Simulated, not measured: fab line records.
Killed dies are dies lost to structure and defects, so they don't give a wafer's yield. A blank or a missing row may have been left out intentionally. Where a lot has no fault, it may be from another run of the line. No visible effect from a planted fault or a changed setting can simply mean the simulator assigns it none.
The tool behind it: which one? | flow n5 finfet | Sampling: 9 lots, 27 wafers, 6 of 1938 route steps

== WHAT THE GAUGES READ, wafer by wafer ==
N5_BEOL_M2_CD_MEAS_11 targets a cd of 16.79 nm. Usual: cd nm at 16.81 nm, with a standard deviation of 0.22.
lot  | measured     | on        | cd nm (nm)        | flag
L164 | day 6 11:09  | cd sem-01 | 16.95 16.86 16.90 |
L165 | day 7 02:09  | cd sem-01 | 17.02 17.15 16.69 |
L172 | day 9 03:28  | cd sem-01 | 16.91 17.05 16.82 |
L174 | day 9 04:36  | cd sem-03 | 17.00 16.79 16.91 |
L175 | day 9 04:54  | cd sem-01 | 16.77 16.82 17.01 |
L179 | day 10 06:08 | cd sem-02 | 17.39 16.86 16.69 |
L181 | day 10 23:14 | cd sem-01 | 17.08 16.70 17.32 |
L182 | day 11 02:33 | cd sem-03 | 16.65 16.70 16.71 |
L185 | day 11 22:04 | cd sem-02 | 17.19 17.11 16.60 |

N5_BEOL_M4_RC_MEAS_101. Usual: DIBL_N 36.2 mV/V, standard deviation 1.2; DIBL_P 36.3 mV/V, standard deviation 1.3; IOFF_N 0.155 nA/um, standard deviation 0.019; IOFF_P 0.210 nA/um, standard deviation 0.029; ION_N 677 uA/um, standard deviation 8.6; ION_P 465 uA/um, standard deviation 6.8; SS_N 71.4 mV/dec, standard deviation 0.48; SS_P 73.2 mV/dec, standard deviation 0.53; VT_N 249.9 mV, standard deviation 2.4; VT_P -250 mV, standard deviation 3.2.
lot  | measured     | on        | DIBL_N (mV/V)  | DIBL_P (mV/V)  | IOFF_N (nA/um)    | IOFF_P (nA/um)    | ION_N (uA/um) | ION_P (uA/um) | SS_N (mV/dec)  | SS_P (mV/dec)  | VT_N (mV)         | VT_P (mV)      | flag
L164 | day 7 14:26  | prober-02 | 36.5 36.3 37.5 | 36.8 36.4 37.9 | 0.157 0.153 0.178 | 0.199 0.198 0.220 | 672 673 685   | 464 459 469   | 71.7 71.1 71.9 | 72.9 73.6 72.6 | 250.5 251.6 249.3 | -252 -250 -250 |
L165 | day 8 08:42  | prober-01 | 35.3 36.7 34.3 | 36.5 38.1 35.1 | 0.138 0.162 0.116 | 0.190 0.215 0.163 | 682 675 674   | 470 464 460   | 70.8 72.0 70.3 | 73.2 73.5 72.9 | 250.0 250.2 257.5 | -251 -249 -254 |
L172 | day 10 17:23 | prober-02 | 35.4 36.1 35.5 | 35.1 35.5 35.5 | 0.155 0.165 0.158 | 0.235 0.245 0.257 | 679 683 671   | 473 477 474   | 71.8 71.8 71.6 | 73.3 73.4 73.4 | 247.3 248.0 248.7 | -246 -244 -244 |
L174 | day 11 05:05 | prober-01 | 34.4 36.1 37.6 | 33.4 36.1 37.4 | 0.117 0.154 0.181 | 0.192 0.227 0.253 | 669 680 684   | 470 474 470   | 70.6 71.4 71.6 | 72.5 73.4 74.0 | 253.2 250.9 246.6 | -245 -247 -247 |
L175 | day 11 13:34 | prober-01 | 35.5 37.7 35.9 | 35.8 37.8 35.3 | 0.165 0.204 0.152 | 0.222 0.267 0.218 | 687 678 678   | 467 470 469   | 71.0 71.8 71.9 | 73.1 73.8 73.3 | 245.4 246.3 252.4 | -249 -248 -250 |
L179 | day 12 01:39 | prober-01 | 37.0 36.3 36.7 | 37.8 37.1 37.1 | 0.187 0.175 0.172 | 0.269 0.266 0.257 | 680 696 686   | 469 479 478   | 71.5 71.9 71.8 | 74.1 73.7 73.1 | 245.6 247.8 245.8 | -244 -247 -246 |
L181 | day 13 04:23 | prober-02 | 38.3 38.5 37.0 | 36.4 36.8 35.2 | 0.164 0.166 0.143 | 0.178 0.186 0.159 | 679 676 678   | 460 451 459   | 70.9 71.7 71.3 | 73.2 73.6 72.5 | 250.1 251.8 249.1 | -255 -254 -256 |
L182 | day 12 18:44 | prober-02 | 36.5 35.7 36.0 | 37.6 36.6 37.3 | 0.155 0.142 0.145 | 0.216 0.194 0.219 | 672 676 676   | 464 464 463   | 70.9 71.5 71.8 | 73.4 73.3 73.5 | 250.2 251.9 251.1 | -248 -251 -248 |
L185 | day 13 20:10 | prober-02 | 37.6 37.3 37.2 | 36.5 37.1 36.3 | 0.155 0.156 0.147 | 0.207 0.218 0.203 | 665 680 671   | 457 465 467   | 71.7 71.6 71.3 | 72.6 72.3 73.1 | 250.2 250.3 250.7 | -250 -249 -249 |

== WHAT TOOL EACH LOT RAN ON (gives the tool, then ch and the chambers of the sampled wafers, and finally the start) ==
lot  | N5_BEOL_M2_ILD_DEP_00           | N5_BEOL_M2_HM_DEP_02         | N5_BEOL_M2_COAT_73                | N5_BEOL_M2_ETCH_74
L164 | pecvd-03 ch 0,1,2, day 6 09:38  | pvd sputter-02, day 6 10:45  | litho track-01 ch 0, day 6 10:53  | rie diel-04 ch 1,2,3, day 6 11:19
L165 | pecvd-04 ch 0,1,2, day 7 00:02  | pvd sputter-01, day 7 01:37  | litho track-01 ch 0, day 7 01:45  | rie diel-04 ch 0,1,2, day 7 02:19
L172 | pecvd-03 ch 0,1, day 9 01:09    | pvd sputter-02, day 9 02:56  | litho track-01 ch 0, day 9 03:04  | rie diel-02 ch 0,2, day 9 03:52
L174 | pecvd-04 ch 0,1,2, day 9 03:32  | pvd sputter-03, day 9 04:05  | litho track-05 ch 0, day 9 04:13  | rie diel-02 ch 0,2, day 9 04:46
L175 | pecvd-04 ch 0,1,2, day 9 03:40  | pvd sputter-03, day 9 04:23  | litho track-01 ch 0, day 9 04:31  | rie diel-01 ch 0,2,3, day 9 05:04
L179 | pecvd-04 ch 1,2, day 10 03:09   | pvd sputter-02, day 10 05:44 | litho track-05 ch 0, day 10 05:52 | rie diel-01 ch 0,2,3, day 10 06:21
L181 | pecvd-03 ch 1, day 10 21:59     | pvd sputter-02, day 10 22:50 | litho track-01 ch 0, day 10 22:58 | rie diel-04 ch 1,3, day 10 23:44
L182 | pecvd-02 ch 0,1,2, day 11 00:26 | pvd sputter-03, day 11 02:09 | litho track-05 ch 0, day 11 02:17 | rie diel-02 ch 0,1,2, day 11 02:42
L185 | pecvd-02 ch 0,1, day 11 21:07   | pvd sputter-02, day 11 21:32 | litho track-05 ch 0, day 11 21:40 | rie diel-01 ch 2,3, day 11 22:13
- N5_BEOL_M2_ILD_DEP_00: deposits SiOC from DEMS/O2, target thk 79 nm, time 15.3 s.
- N5_BEOL_M2_HM_DEP_02: deposits TiN, target thk 20 nm.
- N5_BEOL_M2_COAT_73: time 60 s, resist thk 5 nm.
- N5_BEOL_M2_ETCH_74: etches underlayer in N2/H2, target depth 6.5 nm, time 5.2 s.

== AS READ BY THE TOOLS THEMSELVES (means over the sampled wafers that have a number; for cases with no such wafer, the mark the record gives instead) ==
N5_BEOL_M2_ILD_DEP_00. Usual: heater power w 470 W, standard deviation 93; showerhead plenum p Torr 5.692 Torr, standard deviation 0.016; throttle valve pct 12.2 %, standard deviation 0.64.
lot  | tool     | heater power w (W) | showerhead plenum p Torr (Torr) | throttle valve pct (%) | flag
L164 | pecvd-03 | 551                | 5.693                           | 12.3                   |
L165 | pecvd-04 | 472                | 5.699                           | 11.9                   |
L172 | pecvd-03 | 515                | 5.684                           | 12.8                   |
L174 | pecvd-04 | 501                | 5.701                           | 11.9                   |
L175 | pecvd-04 | 512                | 5.703                           | 12.1                   |
L179 | pecvd-04 | 482                | 5.698                           | 11.8                   |
L181 | pecvd-03 | 488                | 5.705                           | 12.5                   |
L182 | pecvd-02 | 388                | 5.679                           | 11.8                   |
L185 | pecvd-02 | 463                | 5.699                           | 12.3                   |

N5_BEOL_M2_HM_DEP_02. Usual: substrate temp c 25.00 C, standard deviation 0.12; throttle valve pct 30.3 %, standard deviation 1.2.
lot  | tool           | substrate temp c (C) | throttle valve pct (%) | flag
L164 | pvd sputter-02 | 25.06                | 30.8                   |
L165 | pvd sputter-01 | 25.13                | 29.7                   |
L172 | pvd sputter-02 | 25.06                | 30.0                   |
L174 | pvd sputter-03 | 24.98                | 29.5                   |
L175 | pvd sputter-03 | 25.06                | 29.5                   |
L179 | pvd sputter-02 | 25.04                | 30.2                   |
L181 | pvd sputter-02 | 24.97                | 31.0                   |
L182 | pvd sputter-03 | 25.07                | 30.3                   |
L185 | pvd sputter-02 | 25.01                | 30.2                   |

N5_BEOL_M2_COAT_73. Usual: spin speed rpm at 1499.9 rpm, with a standard deviation of 1.2.
lot  | tool           | spin speed rpm (rpm) | flag
L164 | litho track-01 | 1498.9               |
L165 | litho track-01 | 1499.0               |
L172 | litho track-01 | 1500.0               |
L174 | litho track-05 | 1499.9               |
L175 | litho track-01 | 1271.0               | OFF
L179 | litho track-05 | 1500.8               |
L181 | litho track-01 | 1273.1               | OFF
L182 | litho track-05 | 1500.5               |
L185 | litho track-05 | 1500.5               |

N5_BEOL_M2_ETCH_74. Usual: drypump motor current A 5.5 A, standard deviation 0.36; etch rf on time s 5.17 s, standard deviation 0.072; oes product au 0.68 a.u., standard deviation 0.068; rf vpp V 524.7 V, standard deviation 2.5; showerhead plenum p Torr 2.57 Torr, standard deviation 0.067; throttle valve pct 17.85 %, standard deviation 0.2.
lot  | tool        | drypump motor current A (A) | etch rf on time s (s) | oes product au (a.u.) | rf vpp V (V) | showerhead plenum p Torr (Torr) | throttle valve pct (%) | flag
L164 | rie diel-04 | 5.5                         | 5.11                  | 0.76                  | 523.7        | 2.56                            | 17.81                  |
L165 | rie diel-04 | 5.5                         | 5.14                  | 0.71                  | 523.0        | 2.53                            | 17.85                  |
L172 | rie diel-02 | 5.5                         | 5.18                  | 0.61                  | 524.8        | 2.56                            | 17.96                  |
L174 | rie diel-02 | 5.6                         | 5.17                  | 0.60                  | 525.7        | 2.59                            | 18.19                  |
L175 | rie diel-01 | 5.7                         | 5.56                  | 0.74                  | 526.5        | 2.61                            | 17.62                  | OFF
L179 | rie diel-01 | 5.7                         | 5.16                  | 0.73                  | 525.1        | 2.61                            | 17.64                  |
L181 | rie diel-04 | 5.5                         | 5.62                  | 0.73                  | 522.9        | 2.51                            | 17.84                  | OFF
L182 | rie diel-02 | 5.3                         | 5.17                  | 0.62                  | 523.9        | 2.56                            | 18.09                  |
L185 | rie diel-01 | 6.0                         | 5.14                  | 0.73                  | 525.8        | 2.61                            | 17.64                  |

== THE ANSWER, worked out from the rows above alone ==
Rule: lot off if the mean of its wafers having a number is beyond 3 standard deviations from the usual mean. Also off: a lot with no number at a reading for which 4 or more lots have one. Where the step has rows for the other lots, those lots are counted as sound. After the gauges, taken in route order, come the tools' own readings; for these a lot's mean is taken, as printed above. At the first step where some lot is off, the reading lying furthest off is the one used; lots without a number count as furthest.
Off at N5_BEOL_M2_COAT_73 (spin speed rpm): L175, L181.
If a tool, at that step or one of the process steps before it, ran each lot that is off and ran no sound lot following the first of them, it fits. One fits: N5_BEOL_M2_COAT_73 on litho track-01. A fault onset in the window from L172 (day 9 03:04, its last sound lot) to L175 (day 9 04:31, its first lot off) fits.
On the lots that are off, the tool's own readings at N5_BEOL_M2_COAT_73 differ by more than 5 times the standard deviation of the sound lots' means, which bears it out; spin speed rpm reads 1272.0 rpm there versus 1499.9 rpm on the sound lots.

== WHAT THE SIMULATOR HAD INSERTED ==
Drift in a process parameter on litho track-01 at N5_BEOL_M2_COAT_73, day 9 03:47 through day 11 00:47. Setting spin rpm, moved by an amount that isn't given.
Shown lots that were struck: L175, L181. The rule given above showed the same thing.
